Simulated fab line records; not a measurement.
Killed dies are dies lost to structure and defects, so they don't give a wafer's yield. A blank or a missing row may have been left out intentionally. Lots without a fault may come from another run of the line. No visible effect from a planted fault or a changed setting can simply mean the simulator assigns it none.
Comparing a struck lot with a sound one ; flow n5 finfet ; 16 out of 1938 route steps
Sound: these wafers, L870.1, L870.5, L870.6. Struck: wafers L883.4, L883.5, L883.6. The cause is named last.
At each step with rows: each side's tool, then ch and its chambers, then its first start. Under that, the readings that differ: sound wafers ; struck wafers ; difference of the means ; sigmas: that difference in standard deviations of wafers without a fault.
alike: same words and numbers on both sides, and readings whose means sit less than 2 such deviations apart. not compared: any withheld reading, any reading some wafer has no value for, any bound like >300 that may hide the same value, and any number with overlapping values for which the record gives no deviation.
A row with sigmas, a row that says differs or no value, or rows on one side alone: a step with any of these is where the two part. Non-overlapping numbers with no deviation appear without sigmas and do not part them. A reading missing from all wafers of one side parts the sides only when that side holds two or more wafers.

first, 4 steps without rows for these wafers: N5_SD_EPI_N_WET_ETCH_43 (etches SiO2 in dHF, time 14 s, target depth 1.5 nm); N5_SD_EPI_N_STRIP_18 (strips in SPM, time 750 s); N5_SD_EPI_N_SRD_20 (time 30 s); N5_SD_EPI_N_PRECLEAN_48 (cleans in NF3:NH3, afs cycles 2, time 20 s, sublimation time 60 s).
N5_SD_EPI_N_VAPOR_ETCH_50: etches Si in HCl, time 54 s.
  sound on epi rpcvd-02 ch 0, day 3 20:43; struck on epi rpcvd-02 ch 0, day 7 02:25
  alike: throttle valve pct
then, 1 step without rows for these wafers: N5_SD_EPI_N_EPI_21 (deposits Si:P, time 690 s).
N5_SD_EPI_N_EPI_MEAS_23:
  sound on film metro-02, day 3 22:36; struck on film metro-02, day 7 04:15
  alike: thk nm
then, 3 steps without rows for these wafers: N5_SD_EPI_N_PRECLEAN_24 (cleans in O3/DIW, time 60 s); N5_SD_EPI_N_SRD_25 (time 30 s); N5_SD_EPI_N_PRECLEAN_49 (cleans in NF3:NH3, afs cycles 1, time 20 s, sublimation time 60 s).
N5_SD_EPI_N_LINER_46: material SiNx, target thk 3 nm.
  sound on ald sin-04 ch 0,3, day 3 23:07; struck on ald sin-03 ch 0,1, day 7 05:02
  alike: heater power w
N5_SD_EPI_N_INSPECT_26: inspects for defects (darkfield).
  sound on defect inspect-02, day 3 23:22; struck on defect inspect-02, day 7 05:17
  alike: raw defect count
N5_SD_EPI_P_COAT_34: time 60 s, resist thk 350 nm.
  sound on litho track-03 ch 0, day 3 23:24; struck on litho track-02 ch 0, day 7 05:19
reading;sound;struck;difference;sigmas
heater power total W (W);500.7 502.1 501.7;489.1 490.5 490.7;-11.4;-7
plate temp C (C);249.86 250.16 249.83;245.65 245.56 245.72;-4.31;-25
then, 1 step without rows for these wafers: N5_SD_EPI_P_COAT_35 (time 60 s, resist thk 35 nm).
-- the record jumps here: 6 days lie between the struck wafers' starts before and after (it left off in module SD_EPI_P and takes up again in module BEOL_M4, whose first step shown is number 1111 of the route) --
N5_BEOL_M4_RC_MEAS_101:
  sound on prober-01 ch 0, day 8 20:40; struck on prober-01 ch 0, day 13 03:44
reading;sound;struck;difference;sigmas
IOFF_N (nA/um);0.140 0.152 0.124;0.189 0.172 0.185;+0.043;+2
IOFF_P (nA/um);0.176 0.195 0.160;0.276 0.265 0.277;+0.096;+4
ION_N (uA/um);678 674 666;698 692 698;+23;+3
ION_P (uA/um);455 458 454;482 478 487;+27;+4
VT_N (mV);249.7 250.8 251.7;244.0 245.9 245.9;-5.5;-2
VT_P (mV);-255.3 -252.2 -254.4;-241.7 -241.8 -243.3;+11.7;+4
  alike: DIBL_N, DIBL_P, SS_N, SS_P
-- a jump in the record: the struck wafers' starts before and after are 5 days apart (it breaks off in module BEOL_M4 and resumes in module PASSIVATION, where the first step shown is number 1936 of the route) --
N5_PASSIVATION_PROBE_49:
  sound on prober-02, day 13 05:11; struck on prober-02, day 17 18:17
  alike: defect limited yield, killed_at_M0_to_M3, killed_at_M4_up, killed at contacts, killed at front end, killed at other, killed dies, killed open, killed short, sort_bin_5_function, sort_bin_6_memory, sort n pass, sort yield pct

## WHERE THEY PART
First at N5_SD_EPI_P_COAT_34; last, within this record, at N5_BEOL_M4_RC_MEAS_101. Later steps at which nothing parts them and some readings are alike: N5_PASSIVATION_PROBE_49.

WHY: the cause the simulator had injected
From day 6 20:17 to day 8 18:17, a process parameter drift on litho track-02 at N5_SD_EPI_P_COAT_34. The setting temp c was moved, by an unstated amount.
